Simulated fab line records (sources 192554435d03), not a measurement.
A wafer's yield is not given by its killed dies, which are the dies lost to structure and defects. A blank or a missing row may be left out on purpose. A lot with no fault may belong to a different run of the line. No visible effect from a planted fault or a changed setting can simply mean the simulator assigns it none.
fab line records	flow n5_finfet
record: lots: 24	wafers: 72	last_day: 20
route steps=1938 shown ZERO_LAYER@19 PMOS_HMC_CHANNEL_EPI@57 FIN_SAQP@94
lots untouched by any fault: they come from a run of this same line in which no faults occurred
start_h: start of the lot's first displayed wafer, in hours after the record's first day	wait_h: hours from the lot's prior step to this one	" the same as in the row above	L1.1+2: a row that stands for several wafers	- no value present, or no start provided	* or withheld: withheld	< > ~ a bound
route shown NAME@n: NAME is a module with steps in the file, n the number in the route of the first one	usual: the fault-free wafers' mean and standard deviation	same: alike in all rows	chamber/n: place in a boat	sites: each site's reading	_std_site: the standard deviation of these	_edge_site: mean of outer sites minus mean of inner sites	radius_mm: for every site, how far away it sits from the centre of the wafer	mask NAME#n: copy n	behind: the last tool/chamber to shape the wafer	hold: reason for holding the lot/hours on hold/outcome of the hold	device: names the non-switching transistor (n, p or np)	end of line: tests of these same wafers at the route's end	step lacking rows: just its recipe	killed: dies that structure and defects cost at the first sort, which is not the same as the wafer's yield	map: a wafer's dies, marking killed ones x, the rest . and places with no die _
set.NAME: the setting as run; set.NAME@STEP: as run at that earlier step	model.NAME: the simulator's own value behind a step, which no gauge read
steps of the route over a sample of lots; a table a step, a row a wafer
services: when a tool's chamber went out of use (start_h, in hours from the record's first day, below 0 if earlier), for how many hours, and the reason
== steps ==
step: N5_ZERO_LAYER_INSPECT_20
recipe: inspect_instrument: darkfield	mode: post_clean
usual: raw_defect_count: 35/18
lot.wafer	tool	chamber	start_h	wait_h	raw_defect_count
L074.1	defect_inspect-02	-	13.35	0.0	18
L074.4	"	-	"	"	30
L074.6	"	-	"	"	21
L075.1	defect_inspect-02	-	19.25	0.0	14
L075.4	"	-	"	"	13
L075.5	"	-	"	"	22
L076.2	defect_inspect-02	-	25.26	0.0	28
L076.3	"	-	"	"	25
L076.5	"	-	"	"	49
L077.1	defect_inspect-01	-	31.28	0.0	12
L077.4	"	-	"	"	11
L077.5	"	-	"	"	13
L078.1	defect_inspect-02	-	37.25	0.0	41
L078.4	"	-	"	"	36
L078.6	"	-	"	"	33
L079.4	defect_inspect-02	-	43.38	0.0	37
L079.5	"	-	"	"	29
L079.6	"	-	"	"	33
L080.2	defect_inspect-01	-	49.38	0.0	38
L080.3	"	-	"	"	76
L080.6	"	-	"	"	79
L081.1	defect_inspect-02	-	55.64	0.0	13
L081.4	"	-	"	"	28
L081.5	"	-	"	"	11
L082.1	defect_inspect-01	-	61.77	0.0	22
L082.5	"	-	"	"	58
L082.6	"	-	"	"	46
L083.1	defect_inspect-02	-	67.25	0.0	27
L083.4	"	-	"	"	12
L083.6	"	-	"	"	42
L084.2	defect_inspect-01	-	73.57	0.0	28
L084.3	"	-	"	"	16
L084.5	"	-	"	"	46
L085.3	defect_inspect-02	-	79.26	0.0	36
L085.4	"	-	"	"	29
L085.5	"	-	"	"	42
L086.1	defect_inspect-01	-	85.30	0.0	29
L086.4	"	-	"	"	31
L086.5	"	-	"	"	67
L087.4	defect_inspect-02	-	91.27	0.0	26
L087.5	"	-	"	"	32
L087.6	"	-	"	"	23
L088.1	defect_inspect-02	-	97.40	0.0	22
L088.4	"	-	"	"	30
L088.6	"	-	"	"	57
L089.3	defect_inspect-01	-	103.40	0.0	32
L089.4	"	-	"	"	19
L089.6	"	-	"	"	28
L090.1	defect_inspect-01	-	109.28	0.0	67
L090.5	"	-	"	"	21
L090.6	"	-	"	"	38
L091.2	defect_inspect-02	-	115.28	0.0	86
L091.3	"	-	"	"	62
L091.4	"	-	"	"	114
L092.2	defect_inspect-01	-	121.38	0.0	30
L092.4	"	-	"	"	25
L092.5	"	-	"	"	27
L093.2	defect_inspect-01	-	127.53	0.3	36
L093.3	"	-	"	"	28
L093.4	"	-	"	"	27
L094.2	defect_inspect-01	-	133.25	0.0	6
L094.4	"	-	"	"	20
L094.5	"	-	"	"	28
L095.1	defect_inspect-01	-	139.25	0.0	18
L095.3	"	-	"	"	30
L095.6	"	-	"	"	36
L096.2	defect_inspect-01	-	145.25	0.0	25
L096.4	"	-	"	"	35
L096.6	"	-	"	"	49
L097.1	defect_inspect-01	-	155.62	0.0	77
L097.2	"	-	"	"	69
L097.5	"	-	"	"	62
step: N5_PMOS_HMC_CHANNEL_EPI_HM_DEP_34
recipe: material: SiO2	target_thk_a: 360	temp_c: 400	precursor: TEOS/O2	pressure_torr: 6.5	rf_w: 900	teos_flow_sccm: 161.4	gas: O2	flow_sccm: 2650	time_s: 6.9
usual: heater_power_w: 530/62	showerhead_plenum_p_Torr: 8.33/0.03	throttle_valve_pct: 18.7/0.68
same: time_s: 6.9
lot.wafer	tool	chamber	start_h	wait_h	heater_power_w	showerhead_plenum_p_Torr	throttle_valve_pct
L074.1	pecvd-02	0	16.87	0.0	673	8.38	18.2
L074.4	"	1	"	"	425	8.35	18.0
L074.6	"	0	"	"	685	8.38	18.0
L075.1	pecvd-04	1	23.22	0.0	477	8.37	17.7
L075.4	"	0	"	"	524	8.37	19.1
L075.5	"	1	"	"	482	8.34	17.8
L076.2	pecvd-03	1	28.91	0.0	541	8.32	18.1
L076.3	"	0	"	"	430	8.33	18.9
L076.5	"	2	"	"	437	8.30	19.6
L077.1	pecvd-02	1	34.66	0.0	422	8.34	18.1
L077.4	"	0	"	"	589	8.39	18.3
L077.5	"	1	"	"	419	8.32	18.2
L078.1	pecvd-03	2	41.00	0.0	520	8.32	19.6
L078.4	"	2	"	"	501	8.27	19.8
L078.6	"	0	"	"	558	8.37	18.8
L079.4	pecvd-04	1	46.97	0.0	522	8.34	17.8
L079.5	"	0	"	"	545	8.39	19.3
L079.6	"	2	"	"	667	8.31	18.5
L080.2	pecvd-04	0	53.03	0.0	550	8.35	19.2
L080.3	"	0	"	"	538	8.38	19.1
L080.6	"	0	"	"	536	8.36	19.1
L081.1	pecvd-02	2	59.40	0.0	432	8.34	18.0
L081.4	"	1	"	"	529	8.35	18.2
L081.5	"	0	"	"	710	8.41	18.2
L082.1	pecvd-04	0	65.19	0.0	542	8.39	19.5
L082.5	"	0	"	"	544	8.37	19.2
L082.6	"	1	"	"	448	8.35	17.5
L083.1	pecvd-03	0	71.41	0.0	536	8.34	18.6
L083.4	"	0	"	"	557	8.34	18.8
L083.6	"	2	"	"	524	8.28	19.7
L084.2	pecvd-04	0	76.90	0.0	549	8.38	19.3
L084.3	"	1	"	"	540	8.34	17.7
L084.5	"	0	"	"	535	8.38	19.1
L085.3	pecvd-04	0	82.56	0.0	497	8.39	18.9
L085.4	"	2	"	"	627	8.33	19.0
L085.5	"	0	"	"	494	8.37	19.2
L086.1	pecvd-03	1	89.56	0.0	568	8.30	18.1
L086.4	"	2	"	"	455	8.32	19.6
L086.5	"	0	"	"	445	8.34	18.7
L087.4	pecvd-03	2	95.08	0.0	508	8.31	19.9
L087.5	"	0	"	"	575	8.34	18.9
L087.6	"	1	"	"	601	8.30	17.9
L088.1	pecvd-04	1	101.18	0.0	470	8.38	17.6
L088.4	"	0	"	"	532	8.37	19.1
L088.6	"	2	"	"	629	8.33	19.3
L089.3	pecvd-04	1	107.66	0.0	559	8.35	18.1
L089.4	"	2	"	"	601	8.33	18.9
L089.6	"	1	"	"	549	8.34	17.9
L090.1	pecvd-03	2	112.97	0.0	500	8.31	20.0
L090.5	"	2	"	"	509	8.30	19.8
L090.6	"	1	"	"	584	8.31	18.3
L091.2	pecvd-03	1	119.07	0.0	579	8.30	17.8
L091.3	"	2	"	"	495	8.29	19.7
L091.4	"	1	"	"	586	8.31	18.1
L092.2	pecvd-04	1	125.21	0.0	455	8.34	17.6
L092.4	"	1	"	"	440	8.34	17.9
L092.5	"	2	"	"	568	8.32	19.0
L093.2	pecvd-03	0	130.86	0.0	433	8.34	19.2
L093.3	"	2	"	"	521	8.31	19.8
L093.4	"	1	"	"	483	8.30	17.9
L094.2	pecvd-03	2	136.82	0.0	493	8.27	19.8
L094.4	"	2	"	"	492	8.32	19.7
L094.5	"	1	"	"	541	8.30	18.3
L095.1	pecvd-03	2	143.32	0.0	529	8.29	19.7
L095.3	"	0	"	"	530	8.32	19.1
L095.6	"	2	"	"	502	8.29	19.5
L096.2	pecvd-03	2	149.89	0.0	505	8.31	19.6
L096.4	"	0	"	"	481	8.35	19.2
L096.6	"	1	"	"	529	8.30	17.9
L097.1	pecvd-04	0	159.09	0.0	560	8.39	19.4
L097.2	"	1	"	"	563	8.35	17.9
L097.5	"	1	"	"	575	8.35	17.9
step: N5_PMOS_HMC_CHANNEL_EPI_OVL_MEAS_10
recipe: points_per_wafer: 44
usual: PMOS_HMC_BLK_OVL: 0.1/0.71
lot.wafer	tool	chamber	start_h	wait_h	PMOS_HMC_BLK_OVL[nm]
L074.1	overlay-02	0	17.18	0.0	-0.7
L074.4	"	0	"	"	0.1
L074.6	"	0	"	"	0.2
L075.1	overlay-02	0	23.65	0.0	-1.0
L075.4	"	0	"	"	-0.1
L075.5	"	0	"	"	-1.1
L076.2	overlay-01	0	29.35	0.0	-0.2
L076.3	"	0	"	"	0.3
L076.5	"	0	"	"	0.5
L077.1	overlay-01	0	35.10	0.0	0.3
L077.4	"	0	"	"	-1.6
L077.5	"	0	"	"	0.3
L078.1	overlay-01	0	41.43	0.0	0.6
L078.4	"	0	"	"	-0.7
L078.6	"	0	"	"	0.1
L079.4	overlay-02	0	47.40	0.0	0.0
L079.5	"	0	"	"	0.0
L079.6	"	0	"	"	0.0
L080.2	overlay-01	0	53.48	0.0	0.2
L080.3	"	0	"	"	0.7
L080.6	"	0	"	"	0.5
L081.1	overlay-02	0	59.83	0.0	1.8
L081.4	"	0	"	"	-0.2
L081.5	"	0	"	"	1.4
L082.1	overlay-02	0	65.50	0.0	0.2
L082.5	"	0	"	"	1.1
L082.6	"	0	"	"	0.1
L083.1	overlay-01	0	71.84	0.0	-1.0
L083.4	"	0	"	"	-0.6
L083.6	"	0	"	"	-0.2
L084.2	overlay-01	0	77.34	0.0	-0.5
L084.3	"	0	"	"	-1.4
L084.5	"	0	"	"	-1.3
L085.3	overlay-01	0	83.00	0.0	0.4
L085.4	"	0	"	"	1.2
L085.5	"	0	"	"	1.2
L086.1	overlay-01	0	89.99	0.0	0.7
L086.4	"	0	"	"	1.0
L086.5	"	0	"	"	0.1
L087.4	overlay-02	0	95.50	0.0	0.8
L087.5	"	0	"	"	1.0
L087.6	"	0	"	"	0.1
L088.1	overlay-02	0	101.62	0.0	0.4
L088.4	"	0	"	"	0.8
L088.6	"	0	"	"	-0.1
L089.3	overlay-01	0	108.09	0.0	1.3
L089.4	"	0	"	"	1.1
L089.6	"	0	"	"	0.7
L090.1	overlay-01	0	113.42	0.0	0.3
L090.5	"	0	"	"	-0.1
L090.6	"	0	"	"	-0.3
L091.2	overlay-02	0	119.52	0.0	0.2
L091.3	"	0	"	"	1.3
L091.4	"	0	"	"	0.3
L092.2	overlay-02	0	125.52	0.0	1.5
L092.4	"	0	"	"	1.6
L092.5	"	0	"	"	0.6
L093.2	overlay-01	0	131.30	0.0	-0.5
L093.3	"	0	"	"	-0.2
L093.4	"	0	"	"	-1.2
L094.2	overlay-02	0	137.26	0.0	0.4
L094.4	"	0	"	"	1.3
L094.5	"	0	"	"	-0.2
L095.1	overlay-02	0	143.76	0.0	0.7
L095.3	"	0	"	"	1.6
L095.6	"	0	"	"	0.2
L096.2	overlay-01	0	150.20	0.0	-0.9
L096.4	"	0	"	"	0.2
L096.6	"	0	"	"	1.1
L097.1	overlay-02	0	159.53	0.0	0.9
L097.2	"	0	"	"	0.0
L097.5	"	0	"	"	0.7
step: N5_FIN_SAQP_ALD_61
recipe: material: SiO2	target_thk_a: 40	temp_c: 300	ald_precursor_family: BDEAS	ald_co_reactant: O2-plasma	pulse_time_s: 1	purge_time_s: 2	co_reactant_purge_time_s: 2	ald_cycles: 43	pressure_torr: 2
usual: heater_power_w: 470/49	precursor_pulse_height_rel: 1.001/0.018
lot.wafer	tool	chamber	start_h	wait_h	heater_power_w	precursor_pulse_height_rel
L074.1	ald_sin-04	3	20.60	0.5	511	0.966
L074.4	"	1	"	"	498	1.017
L074.6	"	0	"	"	397	0.995
L075.1	ald_sin-02	0	26.58	0.0	430	1.021
L075.4	"	2	"	"	463	0.993
L075.5	"	1	"	"	452	0.975
L076.2	ald_sin-01	0	32.26	0.0	455	1.013
L076.3	"	2	"	"	602	0.970
L076.5	"	3	"	"	515	1.018
L077.1	ald_sin-01	0	38.07	0.0	458	0.973
L077.4	"	1	"	"	428	1.015
L077.5	"	0	"	"	454	0.983
L078.1	ald_sin-04	0	44.36	0.0	410	1.006
L078.4	"	1	"	"	487	1.018
L078.6	"	1	"	"	494	1.002
L079.4	ald_sin-02	2	50.41	0.0	458	0.993
L079.5	"	2	"	"	467	0.977
L079.6	"	3	"	"	469	1.051
L080.2	ald_sin-02	0	56.67	0.0	409	1.021
L080.3	"	2	"	"	462	0.990
L080.6	"	2	"	"	438	1.005
L081.1	ald_sin-01	0	63.07	0.0	448	0.990
L081.4	"	2	"	"	594	1.005
L081.5	"	1	"	"	424	1.019
L082.1	ald_sin-01	0	68.83	0.0	461	1.035
L082.5	"	1	"	"	420	1.005
L082.6	"	0	"	"	456	1.015
L083.1	ald_sin-02	3	75.17	0.0	447	0.969
L083.4	"	0	"	"	406	0.995
L083.6	"	1	"	"	452	1.051
L084.2	ald_sin-01	0	80.70	0.0	460	0.983
L084.3	"	2	"	"	602	1.011
L084.5	"	2	"	"	590	1.023
L085.3	ald_sin-01	2	86.86	0.0	588	1.017
L085.4	"	1	"	"	427	0.999
L085.5	"	1	"	"	420	1.021
L086.1	ald_sin-01	2	93.17	0.0	594	1.025
L086.4	"	3	"	"	522	0.984
L086.5	"	2	"	"	601	1.013
L087.4	ald_sin-04	3	99.21	0.4	495	0.989
L087.5	"	0	"	"	391	1.001
L087.6	"	3	"	"	512	1.006
L088.1	ald_sin-02	3	106.17	1.4	468	0.981
L088.4	"	2	"	"	445	0.980
L088.6	"	1	"	"	450	1.003
L089.3	ald_sin-02	3	111.27	0.0	469	1.036
L089.4	"	0	"	"	410	0.983
L089.6	"	2	"	"	460	1.021
L090.1	ald_sin-04	3	117.31	0.1	512	0.993
L090.5	"	2	"	"	472	1.011
L090.6	"	3	"	"	503	1.021
L091.2	ald_sin-02	2	122.44	0.0	461	1.000
L091.3	"	0	"	"	412	0.998
L091.4	"	3	"	"	465	1.007
L092.2	ald_sin-04	0	128.46	0.0	394	1.007
L092.4	"	1	"	"	500	1.012
L092.5	"	3	"	"	507	1.029
L093.2	ald_sin-02	3	134.45	0.0	470	0.977
L093.3	"	1	"	"	464	0.995
L093.4	"	0	"	"	416	0.989
L094.2	ald_sin-01	0	141.36	0.0	455	1.000
L094.4	"	1	"	"	425	1.025
L094.5	"	3	"	"	523	1.011
L095.1	ald_sin-02	0	146.69	0.0	420	0.990
L095.3	"	3	"	"	476	0.996
L095.6	"	3	"	"	462	1.009
L096.2	ald_sin-04	3	153.40	0.3	513	1.019
L096.4	"	2	"	"	489	0.992
L096.6	"	2	"	"	488	1.006
L097.1	ald_sin-02	0	162.52	0.1	423	0.995
L097.2	"	1	"	"	461	1.004
L097.5	"	3	"	"	464	0.977
step: N5_FIN_SAQP_ETCH_52
recipe: chemistry: N2/H2	target: SOC	target_depth_a: 1000	overetch_a: 200	mask_material: SiARC	temp_c: 40	time_s: 150	ion_energy_ev: 200	pressure_mtorr: 30	source_w: 840	bias_w: 150	n2_flow_sccm: 200	h2_flow_sccm: 200	ends: end_point
usual: drypump_motor_current_A: 5.6/0.51	n2_flow_sccm: 200.0/0.58	oes_product_au: 0.72/0.084	rf_vpp_V: 524/3.1	showerhead_plenum_p_Torr: 2.54/0.11	throttle_valve_pct: 17.82/0.21
lot.wafer	tool	chamber	start_h	wait_h	drypump_motor_current_A	n2_flow_sccm	oes_product_au	rf_hours_counter_h	rf_vpp_V	showerhead_plenum_p_Torr	throttle_valve_pct
L074.1	rie_diel-01	0	22.30	0.0	5.8	200.4	0.77	42	524	2.58	17.54
L074.4	"	2	"	"	5.4	199.8	0.62	229	521	2.41	17.97
L074.6	"	3	"	"	6.3	199.4	0.62	-	523	2.51	18.19
L075.1	rie_diel-04	1	28.16	0.0	5.1	201.2	0.63	228	520	2.41	17.95
L075.4	"	0	"	"	5.3	199.7	0.61	246	523	2.51	18.02
L075.5	"	0	"	"	5.3	199.1	0.61	-	524	2.50	18.02
L076.2	rie_diel-03	3	33.72	0.0	4.8	199.8	0.68	157	526	2.64	18.12
L076.3	"	2	"	"	5.3	199.2	0.68	156	521	2.44	17.96
L076.5	"	3	"	"	4.8	199.3	0.68	-	528	2.64	18.09
L077.1	rie_diel-03	2	39.66	0.0	5.3	200.0	0.68	158	521	2.44	17.96
L077.4	"	0	"	"	5.5	198.8	0.64	206	522	2.51	17.68
L077.5	"	1	"	"	6.5	199.7	0.85	-	528	2.72	17.75
L078.1	rie_diel-01	0	46.00	0.0	5.8	200.3	0.77	49	524	2.58	17.55
L078.4	"	2	"	"	5.3	199.3	0.63	-	521	2.40	17.98
L078.6	"	3	"	"	6.3	200.4	0.62	-	522	2.51	18.22
L079.4	rie_diel-04	1	51.87	0.0	5.1	199.8	0.62	-	521	2.41	17.96
L079.5	"	2	"	"	6.1	199.1	0.75	-	523	2.58	17.50
L079.6	"	3	"	"	6.1	200.4	0.64	-	521	2.41	18.03
L080.2	rie_diel-04	2	58.24	0.0	6.1	199.6	0.76	53	525	2.58	17.49
L080.3	"	1	"	"	5.1	200.6	0.62	240	520	2.41	17.95
L080.6	"	1	"	"	5.1	200.6	0.62	-	520	2.41	17.97
L081.1	rie_diel-01	3	64.46	0.0	6.3	201.4	0.61	249	522	2.50	18.21
L081.4	"	2	"	"	5.3	199.4	0.62	-	519	2.40	17.99
L081.5	"	3	"	"	6.3	200.8	0.61	-	523	2.50	18.18
L082.1	rie_diel-03	2	70.33	0.0	5.2	199.7	0.68	168	520	2.44	18.01
L082.5	"	3	"	"	4.9	199.8	0.68	-	526	2.64	18.12
L082.6	"	2	"	"	5.3	199.7	0.67	-	520	2.44	17.99
L083.1	rie_diel-04	1	76.61	0.0	5.0	200.4	0.61	246	519	2.40	17.96
L083.4	"	2	"	"	6.1	200.3	0.75	59	527	2.57	17.51
L083.6	"	3	"	"	6.0	200.5	0.63	-	520	2.41	18.02
L084.2	rie_diel-01	1	82.41	0.0	5.1	198.8	0.86	6	530	2.72	17.67
L084.3	"	0	"	"	5.7	200.8	0.75	63	524	2.57	17.56
L084.5	"	0	"	"	5.7	201.4	0.75	-	525	2.57	17.58
L085.3	rie_diel-01	1	88.38	0.0	5.1	200.8	0.84	9	529	2.72	17.68
L085.4	"	3	"	"	6.3	200.3	0.86	-	522	2.50	17.78
L085.5	"	0	"	"	5.7	200.3	0.75	-	525	2.57	17.59
L086.1	rie_diel-04	2	94.77	0.0	6.2	200.4	0.75	65	525	2.57	17.51
L086.4	"	0	"	"	5.3	199.8	0.84	-	523	2.50	17.64
L086.5	"	2	"	"	6.1	200.2	0.74	-	526	2.57	17.52
L087.4	rie_diel-01	1	100.65	0.0	5.1	199.5	0.83	-	529	2.71	17.69
L087.5	"	3	"	"	6.3	200.4	0.84	-	522	2.50	17.78
L087.6	"	0	"	"	5.8	200.1	0.74	-	525	2.57	17.60
L088.1	rie_diel-03	3	107.63	0.0	4.8	200.2	0.66	183	526	2.63	18.16
L088.4	"	2	"	"	5.3	199.8	0.66	179	521	2.43	17.99
L088.6	"	2	"	"	5.3	199.4	0.67	-	521	2.43	18.01
L089.3	rie_diel-03	0	112.97	0.0	5.5	199.1	0.62	230	523	2.50	17.72
L089.4	"	2	"	"	5.3	200.4	0.66	181	521	2.43	18.02
L089.6	"	3	"	"	4.9	200.4	0.66	-	525	2.63	18.13
L090.1	rie_diel-03	0	118.76	0.0	5.5	201.0	0.62	232	522	2.50	17.74
L090.5	"	2	"	"	5.3	199.1	0.66	-	520	2.43	18.00
L090.6	"	3	"	"	4.9	201.2	0.66	-	527	2.63	18.16
L091.2	rie_diel-01	3	123.84	0.0	6.3	199.1	0.83	13	522	2.50	17.81
L091.3	"	2	"	"	5.3	199.7	0.85	7	530	2.71	17.62
L091.4	"	1	"	"	5.1	200.0	0.81	20	528	2.71	17.70
L092.2	rie_diel-04	1	130.08	0.0	5.1	199.0	0.84	4	529	2.72	17.57
L092.4	"	3	"	"	6.0	200.7	0.63	238	520	2.40	18.06
L092.5	"	0	"	"	5.3	200.5	0.83	-	523	2.50	17.66
L093.2	rie_diel-03	2	135.83	0.0	5.3	200.2	0.66	186	520	2.43	18.01
L093.3	"	3	"	"	4.8	199.6	0.66	193	527	2.63	18.17
L093.4	"	1	"	"	6.5	201.2	0.79	40	528	2.71	17.79
L094.2	rie_diel-01	1	142.76	0.0	5.1	200.0	0.80	23	529	2.71	17.72
L094.4	"	0	"	"	5.8	200.8	0.73	80	525	2.56	17.61
L094.5	"	3	"	"	6.3	201.2	0.82	-	522	2.50	17.80
L095.1	rie_diel-01	0	148.17	0.0	5.8	200.0	0.73	83	524	2.56	17.60
L095.3	"	3	"	"	6.3	201.0	0.80	18	523	2.50	17.81
L095.6	"	3	"	"	6.3	200.5	0.82	-	522	2.50	17.81
L096.2	rie_diel-01	2	154.80	0.0	5.3	199.9	0.84	10	529	2.71	17.61
L096.4	"	3	"	"	6.3	200.1	0.80	21	523	2.50	17.81
L096.6	"	1	"	"	5.1	200.5	0.80	-	529	2.71	17.72
L097.1	rie_diel-01	2	163.78	0.0	5.3	200.2	0.83	13	529	2.71	17.62
L097.2	"	1	"	"	5.1	200.8	0.80	30	528	2.71	17.74
L097.5	"	3	"	"	6.3	200.1	0.81	-	523	2.49	17.82
step: N5_FIN_SAQP_ETCH_69
recipe: chemistry: N2/H2	target: SOC	target_depth_a: 1500	stop_on: SiNx	ion_energy_ev: 100	bias_w: 61	pressure_mtorr: 30	source_w: 850	n2_flow_sccm: 200	h2_flow_sccm: 200
usual: drypump_motor_current_A: 5.6/0.53	n2_flow_sccm: 199.9/0.6	oes_product_au: 0.80/0.098	rf_vpp_V: 240.8/1.4	showerhead_plenum_p_Torr: 2.56/0.11	throttle_valve_pct: 17.79/0.2
lot.wafer	tool	chamber	start_h	wait_h	drypump_motor_current_A	n2_flow_sccm	oes_product_au	rf_hours_counter_h	rf_vpp_V	showerhead_plenum_p_Torr	throttle_valve_pct
L074.1	rie_diel-03	2	25.01	-	5.3	199.0	0.75	153	239.8	2.44	17.96
L074.4	"	1	"	"	6.5	199.2	0.97	3	242.4	2.73	17.70
L074.6	"	0	"	"	5.5	200.6	0.71	-	239.8	2.51	17.68
L075.1	rie_diel-04	1	30.81	-	5.1	200.3	0.68	228	239.4	2.41	17.91
L075.4	"	3	"	"	6.0	200.4	0.70	207	239.8	2.41	17.99
L075.5	"	0	"	"	5.3	199.6	0.67	-	238.9	2.50	18.01
L076.2	rie_diel-04	0	36.74	-	5.3	199.3	0.67	249	240.2	2.50	18.02
L076.3	"	1	"	"	5.1	199.3	0.68	230	239.8	2.41	17.93
L076.5	"	2	"	"	6.1	200.7	0.85	-	241.3	2.58	17.48
L077.1	rie_diel-03	0	42.35	-	5.5	199.3	0.71	207	239.3	2.51	17.67
L077.4	"	2	"	"	5.3	199.8	0.75	159	237.8	2.44	17.96
L077.5	"	2	"	"	5.3	199.6	0.75	-	238.4	2.44	17.96
L078.1	rie_diel-04	3	48.64	-	6.0	199.6	0.70	213	238.9	2.41	18.00
L078.4	"	3	"	"	6.0	200.2	0.70	-	239.6	2.41	18.02
L078.6	"	1	"	"	5.0	200.0	0.69	-	239.9	2.41	17.94
L079.4	rie_diel-03	3	54.79	-	4.8	200.0	0.74	165	242.1	2.64	18.11
L079.5	"	0	"	"	5.5	200.8	0.70	-	239.9	2.51	17.69
L079.6	"	3	"	"	4.8	199.3	0.74	-	241.4	2.64	18.11
L080.2	rie_diel-01	0	60.87	-	5.8	199.9	0.84	55	241.2	2.57	17.56
L080.3	"	2	"	"	5.3	199.9	0.68	242	238.6	2.40	17.99
L080.6	"	3	"	"	6.3	199.3	0.68	-	240.2	2.51	18.20
L081.1	rie_diel-03	0	67.12	-	5.5	201.0	0.69	215	240.5	2.50	17.71
L081.4	"	3	"	"	4.9	200.7	0.75	168	241.8	2.64	18.12
L081.5	"	1	"	"	6.5	200.4	0.92	-	243.1	2.72	17.76
L082.1	rie_diel-03	3	73.36	-	4.8	199.0	0.74	171	243.1	2.64	18.11
L082.5	"	1	"	"	6.5	199.4	0.92	-	243.0	2.72	17.75
L082.6	"	2	"	"	5.3	200.8	0.74	-	239.8	2.44	17.96
L083.1	rie_diel-03	3	79.36	-	4.9	199.4	0.73	173	241.3	2.64	18.13
L083.4	"	2	"	"	5.3	199.5	0.74	171	239.2	2.44	17.97
L083.6	"	1	"	"	6.5	201.0	0.91	-	242.4	2.72	17.73
L084.2	rie_diel-01	0	86.21	-	5.7	200.4	0.83	64	240.0	2.57	17.57
L084.3	"	1	"	"	5.1	200.0	0.94	8	242.7	2.72	17.67
L084.5	"	0	"	"	5.8	200.7	0.83	-	240.3	2.57	17.56
L085.3	rie_diel-01	0	91.77	-	5.7	199.4	0.82	67	242.8	2.57	17.57
L085.4	"	0	"	"	5.8	199.7	0.83	-	241.1	2.57	17.56
L085.5	"	3	"	"	6.3	199.6	0.96	-	240.3	2.50	17.79
L086.1	rie_diel-01	0	98.51	-	5.8	199.3	0.83	68	242.0	2.57	17.56
L086.4	"	1	"	"	5.1	199.5	0.92	-	243.0	2.71	17.68
L086.5	"	0	"	"	5.8	199.8	0.82	-	240.1	2.57	17.56
L087.4	rie_diel-04	0	103.52	-	5.3	200.6	0.93	-	239.8	2.50	17.63
L087.5	"	0	"	"	5.3	200.0	0.93	-	240.2	2.50	17.62
L087.6	"	2	"	"	6.1	199.2	0.82	-	240.6	2.57	17.50
L088.1	rie_diel-03	3	110.29	-	4.8	200.1	0.73	183	241.4	2.63	18.13
L088.4	"	2	"	"	5.3	199.6	0.74	179	238.6	2.43	18.01
L088.6	"	0	"	"	5.5	200.3	0.69	-	239.9	2.50	17.71
L089.3	rie_diel-04	2	115.66	-	6.1	201.0	0.82	71	241.6	2.57	17.51
L089.4	"	0	"	"	5.4	198.8	0.93	16	240.7	2.50	17.63
L089.6	"	3	"	"	6.0	200.1	0.69	-	239.5	2.40	18.03
L090.1	rie_diel-01	2	121.52	-	5.3	198.9	0.95	7	242.3	2.71	17.60
L090.5	"	0	"	"	5.7	200.4	0.81	-	241.4	2.56	17.59
L090.6	"	1	"	"	5.1	199.5	0.90	-	243.4	2.71	17.70
L091.2	rie_diel-03	3	126.47	-	4.8	199.5	0.73	189	242.3	2.63	18.14
L091.3	"	1	"	"	6.5	200.0	0.88	36	242.1	2.71	17.76
L091.4	"	1	"	"	6.5	199.7	0.88	-	244.0	2.71	17.78
L092.2	rie_diel-04	0	132.92	-	5.3	200.8	0.90	21	239.9	2.49	17.65
L092.4	"	2	"	"	6.1	200.1	0.81	76	240.2	2.57	17.52
L092.5	"	1	"	"	5.0	199.2	0.92	-	241.5	2.72	17.54
L093.2	rie_diel-03	0	140.56	-	5.5	198.8	0.69	240	240.3	2.49	17.73
L093.3	"	2	"	"	5.3	199.9	0.73	188	238.1	2.43	18.01
L093.4	"	1	"	"	6.5	199.1	0.87	42	244.7	2.71	17.79
L094.2	rie_diel-01	1	145.41	-	5.1	200.5	0.89	24	242.3	2.71	17.69
L094.4	"	0	"	"	5.8	199.3	0.81	-	240.6	2.56	17.60
L094.5	"	1	"	"	5.1	200.5	0.89	-	241.4	2.71	17.71
L095.1	rie_diel-04	3	151.17	-	6.0	199.6	0.68	241	239.1	2.40	18.05
L095.3	"	2	"	"	6.1	199.4	0.81	82	241.4	2.56	17.55
L095.6	"	0	"	"	5.3	200.2	0.90	-	240.5	2.49	17.67
L096.2	rie_diel-03	2	159.50	-	5.3	200.9	0.73	192	238.7	2.43	18.01
L096.4	"	1	"	"	6.5	200.1	0.86	50	244.4	2.70	17.80
L096.6	"	2	"	"	5.3	200.5	0.73	-	239.1	2.43	18.01
L097.1	rie_diel-01	1	166.41	-	5.1	200.2	0.88	30	242.3	2.71	17.72
L097.2	"	2	"	"	5.3	200.5	0.92	13	243.2	2.71	17.63
L097.5	"	0	"	"	5.8	200.8	0.80	-	242.1	2.56	17.61
== services ==
tool	chamber	start_h	hours	kind
ald_sin-04	-	-5.72	14.0	pm
rie_diel-01	2	-2.01	3.1	repair
rie_diel-01	-	1.08	4.0	pm
pecvd-03	1	23.26	4.8	repair
pecvd-02	2	26.02	1.9	repair
rie_diel-01	1	42.66	-	clean
rie_diel-01	1	42.66	-	consumable_replace:focus_ring
rie_diel-01	1	42.66	-	consumable_replace:showerhead
rie_diel-01	1	42.66	22.2	scheduled_down
rie_diel-01	1	42.66	22.2	vent_cycle
ald_sin-04	-	44.97	2.8	pm
ald_sin-01	1	48.13	11.9	repair
pecvd-04	1	48.46	5.0	repair
pecvd-03	-	57.65	0.5	repair
ald_sin-02	2	74.33	6.8	repair
ald_sin-01	2	93.51	33.4	repair
ald_sin-02	-	97.52	6.0	pm
pecvd-02	-	100.63	55.4	repair
rie_diel-04	3	103.26	4.3	repair
pecvd-03	0	112.17	8.8	repair
rie_diel-01	-	129.43	10.9	repair
ald_sin-01	0	131.12	7.1	repair
rie_diel-04	3	138.33	9.4	repair
rie_diel-01	2	143.52	8.2	repair
== key ==
fault none
